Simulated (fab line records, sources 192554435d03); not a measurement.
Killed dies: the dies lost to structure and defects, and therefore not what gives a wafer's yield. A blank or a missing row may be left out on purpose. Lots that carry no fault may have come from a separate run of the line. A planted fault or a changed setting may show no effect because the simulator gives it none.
Lot-split experiment || flow n5_finfet || 7 lots, 21 wafers read, on a route of 1938 steps

ABOUT THE SPLIT
At N5_SD_EPI_P_EPI_21 (deposits SiGe:B, time 355 s), the setting time_s was moved away from the recipe's 355 s on 4 of the 21 wafers read, by -11.1% to +19.0%. This setting was run at the recipe's value on the other wafers.

FROM THE SPLIT TO THE READING: what the file shows between them, 3 steps
- N5_SD_EPI_P_EPI_MEAS_23
- N5_SD_EPI_P_HM_STRIP_48: strips SiNx in H3PO4, material SiNx, target depth 3 nm
- N5_SD_EPI_P_SRD_49: time 30 s

THE READING
SiGe-B_of_SD_EPI_P_EPI_21.thk_nm (the simulator's own value, which no gauge read), in nm, at N5_SD_EPI_P_PRECLEAN_24 (cleans in O3/DIW, time 45 s). No usual value for it is given in the file. The 17 wafers here that ran the recipe average 60.9 nm, standard deviation 0.83 nm.

{"wafer": "L080.1", "tool, chamber at the split": "epi_rpcvd-02, 0", "time_s as run, s": 355, "against the recipe": "recipe", "SiGe-B_of_SD_EPI_P_EPI_21.thk_nm, nm": 60.4, "against lot-mates on the recipe": "-"}
{"wafer": "L080.2", "tool, chamber at the split": "epi_rpcvd-02, 0", "time_s as run, s": 355, "against the recipe": "recipe", "SiGe-B_of_SD_EPI_P_EPI_21.thk_nm, nm": 61.8, "against lot-mates on the recipe": "-"}
{"wafer": "L080.3", "tool, chamber at the split": "epi_rpcvd-02, 0", "time_s as run, s": 315.6, "against the recipe": "-11.1%", "SiGe-B_of_SD_EPI_P_EPI_21.thk_nm, nm": 56.6, "against lot-mates on the recipe": -4.5}
{"wafer": "L081.2", "tool, chamber at the split": "epi_rpcvd-03, 0", "time_s as run, s": 326.4, "against the recipe": "-8.1%", "SiGe-B_of_SD_EPI_P_EPI_21.thk_nm, nm": 57.8, "against lot-mates on the recipe": -3.5}
{"wafer": "L081.5", "tool, chamber at the split": "epi_rpcvd-03, 0", "time_s as run, s": 355, "against the recipe": "recipe", "SiGe-B_of_SD_EPI_P_EPI_21.thk_nm, nm": 61, "against lot-mates on the recipe": "-"}
{"wafer": "L081.6", "tool, chamber at the split": "epi_rpcvd-03, 0", "time_s as run, s": 355, "against the recipe": "recipe", "SiGe-B_of_SD_EPI_P_EPI_21.thk_nm, nm": 61.6, "against lot-mates on the recipe": "-"}
{"wafer": "L083.4", "tool, chamber at the split": "epi_rpcvd-04, 0", "time_s as run, s": 355, "against the recipe": "recipe", "SiGe-B_of_SD_EPI_P_EPI_21.thk_nm, nm": 61.8, "against lot-mates on the recipe": "-"}
{"wafer": "L083.5", "tool, chamber at the split": "epi_rpcvd-04, 0", "time_s as run, s": 355, "against the recipe": "recipe", "SiGe-B_of_SD_EPI_P_EPI_21.thk_nm, nm": 61.6, "against lot-mates on the recipe": "-"}
{"wafer": "L083.6", "tool, chamber at the split": "epi_rpcvd-04, 0", "time_s as run, s": 422.5, "against the recipe": "+19.0%", "SiGe-B_of_SD_EPI_P_EPI_21.thk_nm, nm": 69, "against lot-mates on the recipe": "+7.3"}
{"wafer": "L084.1", "tool, chamber at the split": "epi_rpcvd-04, 0", "time_s as run, s": 355, "against the recipe": "recipe", "SiGe-B_of_SD_EPI_P_EPI_21.thk_nm, nm": 61, "against lot-mates on the recipe": "-"}
{"wafer": "L084.4", "tool, chamber at the split": "epi_rpcvd-04, 0", "time_s as run, s": 328.8, "against the recipe": "-7.4%", "SiGe-B_of_SD_EPI_P_EPI_21.thk_nm, nm": 57.4, "against lot-mates on the recipe": -3.4}
{"wafer": "L084.6", "tool, chamber at the split": "epi_rpcvd-04, 0", "time_s as run, s": 355, "against the recipe": "recipe", "SiGe-B_of_SD_EPI_P_EPI_21.thk_nm, nm": 60.6, "against lot-mates on the recipe": "-"}
{"wafer": "L086.1", "tool, chamber at the split": "epi_rpcvd-04, 0", "time_s as run, s": 355, "against the recipe": "recipe", "SiGe-B_of_SD_EPI_P_EPI_21.thk_nm, nm": 61, "against lot-mates on the recipe": "-"}
{"wafer": "L086.3", "tool, chamber at the split": "epi_rpcvd-04, 0", "time_s as run, s": 355, "against the recipe": "recipe", "SiGe-B_of_SD_EPI_P_EPI_21.thk_nm, nm": 59.8, "against lot-mates on the recipe": "-"}
{"wafer": "L086.5", "tool, chamber at the split": "epi_rpcvd-04, 0", "time_s as run, s": 355, "against the recipe": "recipe", "SiGe-B_of_SD_EPI_P_EPI_21.thk_nm, nm": 59.8, "against lot-mates on the recipe": "-"}
{"wafer": "L093.2", "tool, chamber at the split": "epi_rpcvd-02, 0", "time_s as run, s": 355, "against the recipe": "recipe", "SiGe-B_of_SD_EPI_P_EPI_21.thk_nm, nm": 61.2, "against lot-mates on the recipe": "-"}
{"wafer": "L093.3", "tool, chamber at the split": "epi_rpcvd-02, 0", "time_s as run, s": 355, "against the recipe": "recipe", "SiGe-B_of_SD_EPI_P_EPI_21.thk_nm, nm": 61.4, "against lot-mates on the recipe": "-"}
{"wafer": "L093.5", "tool, chamber at the split": "epi_rpcvd-02, 0", "time_s as run, s": 355, "against the recipe": "recipe", "SiGe-B_of_SD_EPI_P_EPI_21.thk_nm, nm": 62.2, "against lot-mates on the recipe": "-"}
{"wafer": "L095.3", "tool, chamber at the split": "epi_rpcvd-04, 0", "time_s as run, s": 355, "against the recipe": "recipe", "SiGe-B_of_SD_EPI_P_EPI_21.thk_nm, nm": 59.2, "against lot-mates on the recipe": "-"}
{"wafer": "L095.4", "tool, chamber at the split": "epi_rpcvd-04, 0", "time_s as run, s": 355, "against the recipe": "recipe", "SiGe-B_of_SD_EPI_P_EPI_21.thk_nm, nm": 60.6, "against lot-mates on the recipe": "-"}
{"wafer": "L095.6", "tool, chamber at the split": "epi_rpcvd-04, 0", "time_s as run, s": 355, "against the recipe": "recipe", "SiGe-B_of_SD_EPI_P_EPI_21.thk_nm, nm": 59.8, "against lot-mates on the recipe": "-"}

THE FIT
A straight line over all 21 wafers: SiGe-B_of_SD_EPI_P_EPI_21.thk_nm changes by +0.418 nm for each +1% of time_s; r = +0.95; the points scatter about the line by 0.79 nm.
The same after taking each lot's own level away (the mean of its wafers on the recipe; 21 wafers): +0.4 nm for each +1%; r = +0.98; scatter 0.46 nm.
Per that fit: largest time_s move, reading shift of 7.6 nm.
The lots' own levels span 59.87 to 61.70 nm, that is 2.2 times the standard deviation above.
The two slopes are in agreement: the lot-to-lot level therefore moves the slope only a little.
Check: +8.07 nm against its lot-mates is what the line predicts for one of the wafers moved furthest among these (+19.0%) when that wafer is left out of the fit. It came out at +7.3 nm against them.

THESE WAFERS: OTHER SPLITS
Before the reading, these wafers also passed through other splits. Each is held against what the fit with the lots' levels taken away leaves over:
{"other split on the same wafers": "N5_PMOS_HMC_CHANNEL_EPI_COAT_31 spin_rpm", "wafers away from the commonest value": 8, "r with SiGe-B_of_SD_EPI_P_EPI_21.thk_nm (lot level and that fit taken away)": "+0.28"}
{"other split on the same wafers": "N5_FIN_SAQP_ALD_61 ald_cycles", "wafers away from the commonest value": 6, "r with SiGe-B_of_SD_EPI_P_EPI_21.thk_nm (lot level and that fit taken away)": "+0.16"}
{"other split on the same wafers": "N5_FIN_SAQP_PECVD_48 time_s", "wafers away from the commonest value": 6, "r with SiGe-B_of_SD_EPI_P_EPI_21.thk_nm (lot level and that fit taken away)": "+0.12"}
{"other split on the same wafers": "N5_STI_FIN_REVEAL_ETCHBACK_08 time_s", "wafers away from the commonest value": 5, "r with SiGe-B_of_SD_EPI_P_EPI_21.thk_nm (lot level and that fit taken away)": "+0.11"}
{"other split on the same wafers": "N5_STI_FIN_REVEAL_OXIDATION_31 time_s", "wafers away from the commonest value": 5, "r with SiGe-B_of_SD_EPI_P_EPI_21.thk_nm (lot level and that fit taken away)": -0.17}
{"other split on the same wafers": "N5_DUMMY_GATE_ETCH_32 time_s", "wafers away from the commonest value": 7, "r with SiGe-B_of_SD_EPI_P_EPI_21.thk_nm (lot level and that fit taken away)": -0.32}
{"other split on the same wafers": "N5_SD_EPI_P_ETCH_16 target_depth_a", "wafers away from the commonest value": 7, "r with SiGe-B_of_SD_EPI_P_EPI_21.thk_nm (lot level and that fit taken away)": -0.08}

THE WHOLE CHAIN: every reading that the file lists as answering this split, in the file's order
{"step": "N5_SD_EPI_P_EPI_21", "what it does": "deposits SiGe:B, time 355 s", "reading": "SiGe-B_of_SD_EPI_P_EPI_21.thk_nm (the simulator's own value, which no gauge read)", "change (the file's fit)": "+0.407 nm for each +1% of the setting", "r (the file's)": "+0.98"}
{"step": "N5_SD_EPI_P_EPI_MEAS_23", "what it does": "", "reading": "thk_nm", "change (the file's fit)": "withheld for each +1% of the setting", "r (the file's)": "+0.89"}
{"step": "N5_SD_EPI_P_PRECLEAN_24", "what it does": "cleans in O3/DIW, time 45 s", "reading": "SiGe-B_of_SD_EPI_P_EPI_21.thk_nm (the simulator's own value, which no gauge read)", "change (the file's fit)": "+0.401 nm for each +1% of the setting", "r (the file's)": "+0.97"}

THE FILE'S OWN FIT
SiGe-B_of_SD_EPI_P_EPI_21.thk_nm changes by +0.401 nm for each +1% of time_s, r = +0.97.
